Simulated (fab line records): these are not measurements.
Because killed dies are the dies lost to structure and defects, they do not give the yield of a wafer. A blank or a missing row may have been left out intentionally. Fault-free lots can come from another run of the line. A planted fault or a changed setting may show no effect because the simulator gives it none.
The tool behind it: which one? || flow n5_finfet || 11 lots, 30 wafers sampled, at 5 steps of a route of 1938

## WHAT THE GAUGES SHOWED, per wafer
N5_BEOL_M0_RS_MEAS_126: the measuring method here is four-point-probe. Usual: for M0_RS the level is 0.532 ohm/sq and the standard deviation is 0.017.
{"lot": "L699", "measured": "day 7 14:35", "on": "film_metro-02", "M0_RS (ohm/sq)": "0.524 0.537 0.534", "flag": ""}
{"lot": "L704", "measured": "day 7 16:27", "on": "film_metro-01", "M0_RS (ohm/sq)": "0.535 0.526", "flag": ""}
{"lot": "L705", "measured": "day 7 22:00", "on": "film_metro-01", "M0_RS (ohm/sq)": "0.605 0.607 0.594", "flag": "OFF"}
{"lot": "L706", "measured": "day 7 22:16", "on": "film_metro-01", "M0_RS (ohm/sq)": "0.630 0.605 0.605", "flag": "OFF"}
{"lot": "L712", "measured": "day 9 10:59", "on": "film_metro-01", "M0_RS (ohm/sq)": "0.562 0.544", "flag": ""}
{"lot": "L713", "measured": "day 9 23:17", "on": "film_metro-02", "M0_RS (ohm/sq)": "0.561 0.546 0.562", "flag": ""}
{"lot": "L714", "measured": "day 10 03:53", "on": "film_metro-01", "M0_RS (ohm/sq)": "0.578 0.576 0.552", "flag": ""}
{"lot": "L716", "measured": "day 10 18:59", "on": "film_metro-02", "M0_RS (ohm/sq)": "0.522 0.510 0.530", "flag": ""}
{"lot": "L718", "measured": "day 11 02:55", "on": "film_metro-01", "M0_RS (ohm/sq)": "0.540 0.523", "flag": ""}
{"lot": "L719", "measured": "day 11 10:13", "on": "film_metro-01", "M0_RS (ohm/sq)": "0.530 0.509 0.524", "flag": ""}
{"lot": "L720", "measured": "day 11 13:35", "on": "film_metro-02", "M0_RS (ohm/sq)": "0.537 0.550 0.526", "flag": ""}

N5_BEOL_M4_RC_MEAS_101. Usual: DIBL_N 35.6 mV/V, standard deviation 1.7; DIBL_P 35.0 mV/V, standard deviation 2; IOFF_N 0.148 nA/um, standard deviation 0.027; IOFF_P 0.19 nA/um, standard deviation 0.032; ION_N 671 uA/um, standard deviation 14; ION_P 460 uA/um, standard deviation 9.1; SS_N 71.3 mV/dec, standard deviation 0.62; SS_P 73.0 mV/dec, standard deviation 0.64; VT_N 251 mV, standard deviation 3.2; VT_P -251.5 mV, standard deviation 2.9.
{"lot": "L699", "measured": "day 9 12:35", "on": "prober-02", "DIBL_N (mV/V)": "34.3 35.7 33.8", "DIBL_P (mV/V)": "32.1 34.3 31.4", "IOFF_N (nA/um)": "0.130 0.156 0.123", "IOFF_P (nA/um)": "0.17 0.20 0.16", "ION_N (uA/um)": "663 696 671", "ION_P (uA/um)": "456 474 462", "SS_N (mV/dec)": "71.3 71.2 71.0", "SS_P (mV/dec)": "73.1 72.7 72.7", "VT_N (mV)": "250 248 254", "VT_P (mV)": "-252.0 -251.6 -250.1", "flag": ""}
{"lot": "L704", "measured": "day 9 20:40", "on": "prober-01", "DIBL_N (mV/V)": "34.9 35.0", "DIBL_P (mV/V)": "35.3 32.8", "IOFF_N (nA/um)": "0.137 0.124", "IOFF_P (nA/um)": "0.19 0.15", "ION_N (uA/um)": "666 633", "ION_P (uA/um)": "460 436", "SS_N (mV/dec)": "71.2 71.7", "SS_P (mV/dec)": "72.9 72.5", "VT_N (mV)": "252 254", "VT_P (mV)": "-252.1 -258.2", "flag": ""}
{"lot": "L712", "measured": "day 12 13:04", "on": "prober-02", "DIBL_N (mV/V)": "38.8 38.5", "DIBL_P (mV/V)": "36.7 36.0", "IOFF_N (nA/um)": "0.158 0.165", "IOFF_P (nA/um)": "0.19 0.19", "ION_N (uA/um)": "668 660", "ION_P (uA/um)": "450 447", "SS_N (mV/dec)": "70.9 72.1", "SS_P (mV/dec)": "74.1 73.2", "VT_N (mV)": "253 252", "VT_P (mV)": "-254.5 -252.7", "flag": ""}
{"lot": "L713", "measured": "day 12 16:08", "on": "prober-01", "DIBL_N (mV/V)": "36.7 33.8 33.4", "DIBL_P (mV/V)": "34.2 31.8 31.3", "IOFF_N (nA/um)": "0.161 0.117 0.114", "IOFF_P (nA/um)": "0.21 0.17 0.16", "ION_N (uA/um)": "658 660 639", "ION_P (uA/um)": "451 452 447", "SS_N (mV/dec)": "72.0 71.2 70.4", "SS_P (mV/dec)": "73.1 72.4 72.5", "VT_N (mV)": "252 252 253", "VT_P (mV)": "-249.6 -252.6 -253.5", "flag": ""}
{"lot": "L714", "measured": "day 12 17:50", "on": "prober-02", "DIBL_N (mV/V)": "35.9 38.4 35.4", "DIBL_P (mV/V)": "36.6 38.6 34.7", "IOFF_N (nA/um)": "0.155 0.197 0.136", "IOFF_P (nA/um)": "0.21 0.24 0.18", "ION_N (uA/um)": "679 670 680", "ION_P (uA/um)": "463 449 463", "SS_N (mV/dec)": "71.0 71.7 70.7", "SS_P (mV/dec)": "73.1 73.7 72.6", "VT_N (mV)": "251 247 254", "VT_P (mV)": "-250.7 -249.5 -251.3", "flag": ""}
{"lot": "L716", "measured": "day 13 08:40", "on": "prober-01", "DIBL_N (mV/V)": "34.2 36.4 36.4", "DIBL_P (mV/V)": "33.0 35.6 35.6", "IOFF_N (nA/um)": "0.118 0.160 0.148", "IOFF_P (nA/um)": "0.15 0.19 0.18", "ION_N (uA/um)": "657 690 669", "ION_P (uA/um)": "449 466 454", "SS_N (mV/dec)": "70.2 71.7 70.8", "SS_P (mV/dec)": "72.0 72.1 72.8", "VT_N (mV)": "253 248 253", "VT_P (mV)": "-255.5 -253.0 -252.2", "flag": ""}
{"lot": "L718", "measured": "day 13 17:23", "on": "prober-02", "DIBL_N (mV/V)": "35.5 40.2", "DIBL_P (mV/V)": "34.2 40.5", "IOFF_N (nA/um)": "0.119 0.222", "IOFF_P (nA/um)": "0.18 0.30", "ION_N (uA/um)": "662 692", "ION_P (uA/um)": "458 475", "SS_N (mV/dec)": "70.5 72.3", "SS_P (mV/dec)": "72.3 73.4", "VT_N (mV)": "253 247", "VT_P (mV)": "-251.4 -244.4", "flag": ""}
{"lot": "L719", "measured": "day 13 20:51", "on": "prober-02", "DIBL_N (mV/V)": "34.3 36.1 33.4", "DIBL_P (mV/V)": "32.5 34.7 31.5", "IOFF_N (nA/um)": "0.125 0.166 0.114", "IOFF_P (nA/um)": "0.17 0.21 0.16", "ION_N (uA/um)": "661 677 662", "ION_P (uA/um)": "453 458 460", "SS_N (mV/dec)": "71.1 71.4 70.9", "SS_P (mV/dec)": "72.1 72.9 71.8", "VT_N (mV)": "250 245 254", "VT_P (mV)": "-253.9 -248.5 -254.1", "flag": ""}
{"lot": "L720", "measured": "day 14 10:01", "on": "prober-01", "DIBL_N (mV/V)": "37.0 36.2 34.6", "DIBL_P (mV/V)": "37.4 35.8 33.7", "IOFF_N (nA/um)": "0.156 0.144 0.120", "IOFF_P (nA/um)": "0.22 0.18 0.16", "ION_N (uA/um)": "677 680 668", "ION_P (uA/um)": "472 464 462", "SS_N (mV/dec)": "71.3 71.2 69.9", "SS_P (mV/dec)": "73.3 72.3 72.6", "VT_N (mV)": "250 251 254", "VT_P (mV)": "-251.2 -253.6 -252.9", "flag": ""}

## WHAT TOOL EACH LOT RAN ON (gives the tool, then ch and the chambers of the sampled wafers, and finally the start)
{"lot": "L699", "N5_BEOL_M0_STRIP_140": "rie_diel-03 ch 0,1,3, day 7 11:57", "N5_BEOL_M0_ETCH_109": "rie_diel-01 ch 0,2,3, day 7 12:21", "N5_BEOL_M0_DEGAS_112": "pvd_sputter-02, day 7 12:31"}
{"lot": "L704", "N5_BEOL_M0_STRIP_140": "rie_diel-03 ch 2,3, day 7 12:46", "N5_BEOL_M0_ETCH_109": "rie_diel-06 ch 0, day 7 14:06", "N5_BEOL_M0_DEGAS_112": "pvd_sputter-03, day 7 14:26"}
{"lot": "L705", "N5_BEOL_M0_STRIP_140": "rie_diel-01 ch 2,3, day 7 18:33", "N5_BEOL_M0_ETCH_109": "rie_diel-01 ch 0,3, day 7 18:57", "N5_BEOL_M0_DEGAS_112": "pvd_sputter-01, day 7 19:21"}
{"lot": "L706", "N5_BEOL_M0_STRIP_140": "rie_diel-03 ch 1,3, day 7 18:33", "N5_BEOL_M0_ETCH_109": "rie_diel-06 ch 0,2,3, day 7 19:01", "N5_BEOL_M0_DEGAS_112": "pvd_sputter-01, day 7 19:26"}
{"lot": "L712", "N5_BEOL_M0_STRIP_140": "rie_diel-03 ch 1,2, day 9 06:31", "N5_BEOL_M0_ETCH_109": "rie_diel-01 ch 0,3, day 9 07:05", "N5_BEOL_M0_DEGAS_112": "pvd_sputter-02, day 9 07:53"}
{"lot": "L713", "N5_BEOL_M0_STRIP_140": "rie_diel-01 ch 1,2,3, day 9 19:05", "N5_BEOL_M0_ETCH_109": "rie_diel-06 ch 1,3, day 9 19:29", "N5_BEOL_M0_DEGAS_112": "pvd_sputter-01, day 9 19:55"}
{"lot": "L714", "N5_BEOL_M0_STRIP_140": "rie_diel-01 ch 1,2, day 10 00:22", "N5_BEOL_M0_ETCH_109": "rie_diel-01 ch 2,3, day 10 01:01", "N5_BEOL_M0_DEGAS_112": "pvd_sputter-02, day 10 01:22"}
{"lot": "L716", "N5_BEOL_M0_STRIP_140": "rie_diel-01 ch 0,2, day 10 13:42", "N5_BEOL_M0_ETCH_109": "rie_diel-01 ch 0,1,3, day 10 14:37", "N5_BEOL_M0_DEGAS_112": "pvd_sputter-01, day 10 14:49"}
{"lot": "L718", "N5_BEOL_M0_STRIP_140": "rie_diel-01 ch 2,3, day 10 23:00", "N5_BEOL_M0_ETCH_109": "rie_diel-01 ch 2,3, day 11 00:29", "N5_BEOL_M0_DEGAS_112": "pvd_sputter-03, day 11 00:45"}
{"lot": "L719", "N5_BEOL_M0_STRIP_140": "rie_diel-01 ch 1,2,3, day 11 04:46", "N5_BEOL_M0_ETCH_109": "rie_diel-06 ch 0,1,2, day 11 05:52", "N5_BEOL_M0_DEGAS_112": "pvd_sputter-02, day 11 07:16"}
{"lot": "L720", "N5_BEOL_M0_STRIP_140": "rie_diel-06 ch 0,1,2, day 11 09:50", "N5_BEOL_M0_ETCH_109": "rie_diel-06 ch 0,1, day 11 10:14", "N5_BEOL_M0_DEGAS_112": "pvd_sputter-03, day 11 10:41"}
- N5_BEOL_M0_STRIP_140: strips in CF4.
- N5_BEOL_M0_ETCH_109: etches SiCN in CH3F/O2, target depth 8 nm, overetch 2.4 nm, time 27.4 s.
- N5_BEOL_M0_DEGAS_112: time 60 s.

## WHAT THE TOOLS THEMSELVES READ (means of the sampled wafers that have a number; where no wafer has one, the mark that the record gives instead)
N5_BEOL_M0_STRIP_140. Usual: drypump_motor_current_A 5.7 A, standard deviation 0.47; oes_product_au 0.79 a.u., standard deviation 0.094; rf_vpp_V 270.7 V, standard deviation 1.5; showerhead_plenum_p_Torr 1.77 Torr, standard deviation 0.041; throttle_valve_pct 13.6 %, standard deviation 0.32.
{"lot": "L699", "tool": "rie_diel-03", "drypump_motor_current_A (A)": 5.6, "oes_product_au (a.u.)": 0.80, "rf_vpp_V (V)": 271.0, "showerhead_plenum_p_Torr (Torr)": 1.78, "throttle_valve_pct (%)": 13.4, "flag": ""}
{"lot": "L704", "tool": "rie_diel-03", "drypump_motor_current_A (A)": 5.8, "oes_product_au (a.u.)": 0.74, "rf_vpp_V (V)": 269.5, "showerhead_plenum_p_Torr (Torr)": 1.74, "throttle_valve_pct (%)": 13.8, "flag": ""}
{"lot": "L705", "tool": "rie_diel-01", "drypump_motor_current_A (A)": 5.9, "oes_product_au (a.u.)": 0.87, "rf_vpp_V (V)": 269.1, "showerhead_plenum_p_Torr (Torr)": 1.75, "throttle_valve_pct (%)": 13.4, "flag": ""}
{"lot": "L706", "tool": "rie_diel-03", "drypump_motor_current_A (A)": 5.8, "oes_product_au (a.u.)": 0.83, "rf_vpp_V (V)": 271.8, "showerhead_plenum_p_Torr (Torr)": 1.81, "throttle_valve_pct (%)": 13.4, "flag": ""}
{"lot": "L712", "tool": "rie_diel-03", "drypump_motor_current_A (A)": 5.8, "oes_product_au (a.u.)": 0.92, "rf_vpp_V (V)": 273.4, "showerhead_plenum_p_Torr (Torr)": 1.86, "throttle_valve_pct (%)": 13.2, "flag": ""}
{"lot": "L713", "tool": "rie_diel-01", "drypump_motor_current_A (A)": 6.0, "oes_product_au (a.u.)": 0.86, "rf_vpp_V (V)": 270.4, "showerhead_plenum_p_Torr (Torr)": 1.75, "throttle_valve_pct (%)": 13.3, "flag": ""}
{"lot": "L714", "tool": "rie_diel-01", "drypump_motor_current_A (A)": 6.0, "oes_product_au (a.u.)": 0.89, "rf_vpp_V (V)": 269.3, "showerhead_plenum_p_Torr (Torr)": 1.76, "throttle_valve_pct (%)": 13.4, "flag": ""}
{"lot": "L716", "tool": "rie_diel-01", "drypump_motor_current_A (A)": 5.1, "oes_product_au (a.u.)": 0.73, "rf_vpp_V (V)": 271.9, "showerhead_plenum_p_Torr (Torr)": 1.77, "throttle_valve_pct (%)": 13.9, "flag": ""}
{"lot": "L718", "tool": "rie_diel-01", "drypump_motor_current_A (A)": 5.9, "oes_product_au (a.u.)": 0.82, "rf_vpp_V (V)": 270.2, "showerhead_plenum_p_Torr (Torr)": 1.75, "throttle_valve_pct (%)": 13.3, "flag": ""}
{"lot": "L719", "tool": "rie_diel-01", "drypump_motor_current_A (A)": 6.0, "oes_product_au (a.u.)": 0.84, "rf_vpp_V (V)": 269.9, "showerhead_plenum_p_Torr (Torr)": 1.74, "throttle_valve_pct (%)": 13.4, "flag": ""}
{"lot": "L720", "tool": "rie_diel-06", "drypump_motor_current_A (A)": 5.5, "oes_product_au (a.u.)": 0.75, "rf_vpp_V (V)": 271.4, "showerhead_plenum_p_Torr (Torr)": 1.77, "throttle_valve_pct (%)": 13.6, "flag": ""}

N5_BEOL_M0_ETCH_109. Usual: CH3F_flow_sccm 30.00 sccm, standard deviation 0.087; O2_flow_sccm 20.00 sccm, standard deviation 0.058; drypump_motor_current_A 5.6 A, standard deviation 0.47; oes_product_au 0.68 a.u., standard deviation 0.079; rf_vpp_V 296.6 V, standard deviation 1.3; showerhead_plenum_p_Torr 1.97 Torr, standard deviation 0.035; throttle_valve_pct 16.32 %, standard deviation 0.29.
{"lot": "L699", "tool": "rie_diel-01", "CH3F_flow_sccm (sccm)": 30.06, "O2_flow_sccm (sccm)": 20.01, "drypump_motor_current_A (A)": 5.6, "oes_product_au (a.u.)": 0.71, "rf_vpp_V (V)": 296.1, "showerhead_plenum_p_Torr (Torr)": 1.97, "throttle_valve_pct (%)": 16.31, "flag": ""}
{"lot": "L704", "tool": "rie_diel-06", "CH3F_flow_sccm (sccm)": 30.05, "O2_flow_sccm (sccm)": 19.93, "drypump_motor_current_A (A)": 5.8, "oes_product_au (a.u.)": 0.69, "rf_vpp_V (V)": 296.6, "showerhead_plenum_p_Torr (Torr)": 1.94, "throttle_valve_pct (%)": 16.08, "flag": ""}
{"lot": "L705", "tool": "rie_diel-01", "CH3F_flow_sccm (sccm)": "-", "O2_flow_sccm (sccm)": "-", "drypump_motor_current_A (A)": "-", "oes_product_au (a.u.)": "-", "rf_vpp_V (V)": "-", "showerhead_plenum_p_Torr (Torr)": "-", "throttle_valve_pct (%)": "-", "flag": "OFF"}
{"lot": "L706", "tool": "rie_diel-06", "CH3F_flow_sccm (sccm)": "-", "O2_flow_sccm (sccm)": "-", "drypump_motor_current_A (A)": "-", "oes_product_au (a.u.)": "-", "rf_vpp_V (V)": "-", "showerhead_plenum_p_Torr (Torr)": "-", "throttle_valve_pct (%)": "-", "flag": "OFF"}
{"lot": "L712", "tool": "rie_diel-01", "CH3F_flow_sccm (sccm)": 30.11, "O2_flow_sccm (sccm)": 20.08, "drypump_motor_current_A (A)": 5.4, "oes_product_au (a.u.)": 0.65, "rf_vpp_V (V)": 296.5, "showerhead_plenum_p_Torr (Torr)": 1.96, "throttle_valve_pct (%)": 16.38, "flag": ""}
{"lot": "L713", "tool": "rie_diel-06", "CH3F_flow_sccm (sccm)": 30.02, "O2_flow_sccm (sccm)": 19.96, "drypump_motor_current_A (A)": 5.8, "oes_product_au (a.u.)": 0.58, "rf_vpp_V (V)": 297.3, "showerhead_plenum_p_Torr (Torr)": 1.97, "throttle_valve_pct (%)": 16.57, "flag": ""}
{"lot": "L714", "tool": "rie_diel-01", "CH3F_flow_sccm (sccm)": 30.09, "O2_flow_sccm (sccm)": 20.02, "drypump_motor_current_A (A)": 6.0, "oes_product_au (a.u.)": 0.72, "rf_vpp_V (V)": 295.6, "showerhead_plenum_p_Torr (Torr)": 1.95, "throttle_valve_pct (%)": 16.08, "flag": ""}
{"lot": "L716", "tool": "rie_diel-01", "CH3F_flow_sccm (sccm)": 30.01, "O2_flow_sccm (sccm)": 19.93, "drypump_motor_current_A (A)": 5.8, "oes_product_au (a.u.)": 0.68, "rf_vpp_V (V)": 296.0, "showerhead_plenum_p_Torr (Torr)": 1.96, "throttle_valve_pct (%)": 16.29, "flag": ""}
{"lot": "L718", "tool": "rie_diel-01", "CH3F_flow_sccm (sccm)": 29.90, "O2_flow_sccm (sccm)": 20.00, "drypump_motor_current_A (A)": 5.9, "oes_product_au (a.u.)": 0.71, "rf_vpp_V (V)": 296.4, "showerhead_plenum_p_Torr (Torr)": 1.94, "throttle_valve_pct (%)": 16.14, "flag": ""}
{"lot": "L719", "tool": "rie_diel-06", "CH3F_flow_sccm (sccm)": 29.98, "O2_flow_sccm (sccm)": 20.01, "drypump_motor_current_A (A)": 5.5, "oes_product_au (a.u.)": 0.66, "rf_vpp_V (V)": 296.9, "showerhead_plenum_p_Torr (Torr)": 1.97, "throttle_valve_pct (%)": 16.35, "flag": ""}
{"lot": "L720", "tool": "rie_diel-06", "CH3F_flow_sccm (sccm)": 30.06, "O2_flow_sccm (sccm)": 20.01, "drypump_motor_current_A (A)": 5.7, "oes_product_au (a.u.)": 0.60, "rf_vpp_V (V)": 296.4, "showerhead_plenum_p_Torr (Torr)": 1.95, "throttle_valve_pct (%)": 16.40, "flag": ""}

N5_BEOL_M0_DEGAS_112. Usual: heater_power_w 328 W, standard deviation 34.
{"lot": "L699", "tool": "pvd_sputter-02", "heater_power_w (W)": 319, "flag": ""}
{"lot": "L704", "tool": "pvd_sputter-03", "heater_power_w (W)": 392, "flag": ""}
{"lot": "L705", "tool": "pvd_sputter-01", "heater_power_w (W)": 300, "flag": ""}
{"lot": "L706", "tool": "pvd_sputter-01", "heater_power_w (W)": 325, "flag": ""}
{"lot": "L712", "tool": "pvd_sputter-02", "heater_power_w (W)": 334, "flag": ""}
{"lot": "L713", "tool": "pvd_sputter-01", "heater_power_w (W)": 314, "flag": ""}
{"lot": "L714", "tool": "pvd_sputter-02", "heater_power_w (W)": 330, "flag": ""}
{"lot": "L716", "tool": "pvd_sputter-01", "heater_power_w (W)": 299, "flag": ""}
{"lot": "L718", "tool": "pvd_sputter-03", "heater_power_w (W)": 366, "flag": ""}
{"lot": "L719", "tool": "pvd_sputter-02", "heater_power_w (W)": 330, "flag": ""}
{"lot": "L720", "tool": "pvd_sputter-03", "heater_power_w (W)": 359, "flag": ""}

## THE ANSWER, worked out from the rows above alone
Rule: take the mean of a lot's wafers that have a number; if it is more than 3 standard deviations from the usual mean, the lot is off. A lot without any number at a reading at which 4 lots or more have one is off too. Where the step has rows for the other lots, those lots are counted as sound. After the gauges, taken in route order, come the tools' own readings; for these a lot's mean is taken, as printed above. The first step at which some lot is off is used, and at that step the reading that is off furthest; a lot without a number counts as furthest.
Off: L705, L706, at N5_BEOL_M0_RS_MEAS_126 (M0_RS).
A tool fits if, at a process step before that reading, it ran every lot that is off, and no sound lot after the first of them. Not tried: the gauges at N5_BEOL_M0_RS_MEAS_126; whatever is off there is also off at N5_BEOL_M0_ETCH_109, on other tools, and gauge error can't account for it. None of those tried fits.

## WHAT HAD BEEN PUT IN BY THE SIMULATOR
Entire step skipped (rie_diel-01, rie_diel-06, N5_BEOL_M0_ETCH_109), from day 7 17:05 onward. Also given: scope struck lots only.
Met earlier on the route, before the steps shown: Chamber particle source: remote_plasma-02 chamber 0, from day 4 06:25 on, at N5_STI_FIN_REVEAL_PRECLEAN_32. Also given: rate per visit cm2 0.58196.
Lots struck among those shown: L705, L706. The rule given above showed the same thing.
